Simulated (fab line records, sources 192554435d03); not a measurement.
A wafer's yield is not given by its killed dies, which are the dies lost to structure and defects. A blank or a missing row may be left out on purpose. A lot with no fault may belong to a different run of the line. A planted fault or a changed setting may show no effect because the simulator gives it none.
A struck lot beside a sound one + flow n5 finfet + 37 out of 1938 route steps
Sound: the wafers L735.1, L735.5, L735.6. Wafers struck: L745.1, L745.2, L745.4. The cause comes at the end.
Per side, at each step with rows, come the tool, then ch with its chambers, and then its first start. Under that, the readings that differ: sound wafers + struck wafers + difference of the means + sigmas: that difference in standard deviations of wafers without a fault.
alike: same words and numbers on both sides, and readings whose means sit less than 2 such deviations apart. not compared: any withheld reading, any reading some wafer has no value for, any bound like >300 that may hide the same value, and any number with overlapping values for which the record gives no deviation.
Wherever a step has rows on one side only, a row that says differs or no value, or a row with sigmas, the two part there. When numbers do not overlap yet have no deviation, they are printed without sigmas and do not part them. Lack of a reading on every wafer of one side parts them only where that side has two or more wafers.

first, 9 steps without rows for these wafers: N5_BEOL_M4_ANNEAL_95 (time 240 s); N5_BEOL_M4_SPUTTER_96 (material Cu, target thk 4.5 nm, time 8.29 s); N5_BEOL_M4_ECD_50 (material Cu, target thk 300 nm); N5_BEOL_M4_ANNEAL_51 (time 90 s); N5_BEOL_M4_CMP_52 (polishes, stops on SiOC, t overpolish 6.8 s, target thk 40 nm); N5_BEOL_M4_PRE_CLEAN_60 (time 15 s); N5_BEOL_M4_CO_CAP_55 (material Co, precursor CCTBA/H2, target thk 2 nm, time 102.1 s); N5_BEOL_M4_PRE_CLEAN_56 (time 15 s); N5_BEOL_M4_DEP_57 (deposits SiCN from 3MS/NH3, target thk 8 nm, time 14 s).
N5_BEOL_M4_RC_MEAS_101:
  sound on prober-02 ch 0, day 7 19:30; struck on prober-01 ch 0, day 10 06:07
  alike: DIBL_N, DIBL_P, IOFF_N, IOFF_P, ION_N, ION_P, SS_N, SS_P, VT_N, VT_P
then, 24 steps without rows for these wafers: N5_BEOL_M5_ILD_DEP_00 (deposits SiCOH lowk from DEMS/porogen, target thk 140.64 nm, time 25.9 s); N5_BEOL_M5_CURE_79 (cures SiCOH lowk, time 240 s); N5_BEOL_M5_PECVD_70 (deposits SiO2 from TEOS/O2, target thk 16 nm, time 18 s); N5_BEOL_M5_HM_DEP_02 (deposits TiN, target thk 20 nm); N5_BEOL_M5_COAT_59 (time 60 s, resist thk 60 nm); N5_BEOL_M5_COAT_60 (time 60 s, resist thk 12 nm); N5_BEOL_M5_COAT_71 (time 60 s, resist thk 5 nm); N5_BEOL_M5_COAT_05 (resist thk 30 nm); N5_BEOL_M5_EBR_07; N5_BEOL_M5_SOFTBAKE_06 (time 60 s); N5_BEOL_M5_EXPOSE_08 (exposes mask M5, target cd 28 nm); N5_BEOL_M5_PEB_09 (peb time 60 s); N5_BEOL_M5_DEVELOP_10 (develop time 30 s); N5_BEOL_M5_DESCUM_16 (chemistry O2, time 7 s); N5_BEOL_M5_ETCH_72 (etches underlayer in N2/H2, target depth 6.5 nm, time 5.2 s); N5_BEOL_M5_ETCH_61 (etches SiARC in CF4, target depth 15.6 nm, time 26 s); N5_BEOL_M5_ETCH_62 (etches SOC in N2/H2, target depth 75 nm, overetch 15 nm, time 112.5 s); N5_BEOL_M5_STRIP_63 (strips in N2/H2); N5_BEOL_M5_STRIP_73 (strips in N2/H2); N5_BEOL_M5_STRIP_64 (strips in CF4); N5_BEOL_M5_HM_OPEN_17 (chemistry Cl2/BCl3, target TiN, target depth 20 nm, overetch 6 nm); N5_BEOL_M5_STRIP_19 (strips in O2); N5_BEOL_M5_COAT_65 (time 60 s, resist thk 60 nm); N5_BEOL_M5_COAT_66 (time 60 s, resist thk 12 nm).
N5_BEOL_M5_ECD_50: material Cu, target thk 300 nm.
  sound on ecd cu-02 ch 0,1, day 8 07:25; struck on ecd cu-02 ch 0,1, day 10 20:43
N5_BEOL_M5_CMP_52: polishes, stops on SiCOH lowk, t overpolish 6.9 s, target thk 62 nm.
  sound on cmp-03 ch 0,2,3, day 8 08:26; struck on cmp-01 ch 0,2,3, day 10 21:06
| reading                | sound          | struck      | difference | sigmas |
|------------------------|----------------|-------------|------------|--------|
| time to endpoint s (s) | 60.2 55.3 57.6 | 2.9 0.0 0.0 | -56.7      | -20    |
  alike: head pressure psi, motor current A, slurry flow ml min
-- here the record skips 4 days between the struck wafers' starts before and after, leaving off in module BEOL_M5 and picking up in module PASSIVATION (first step shown: number 1936 of the route) --
N5_PASSIVATION_PROBE_49:
  record: rows for the struck wafers here (prober-02, day 14 21:32), none for the sound ones

## WHERE THEY PART
Last at N5_PASSIVATION_PROBE_49 as far as this record goes, first at N5_BEOL_M5_CMP_52.

WHY: whatever the simulator had introduced
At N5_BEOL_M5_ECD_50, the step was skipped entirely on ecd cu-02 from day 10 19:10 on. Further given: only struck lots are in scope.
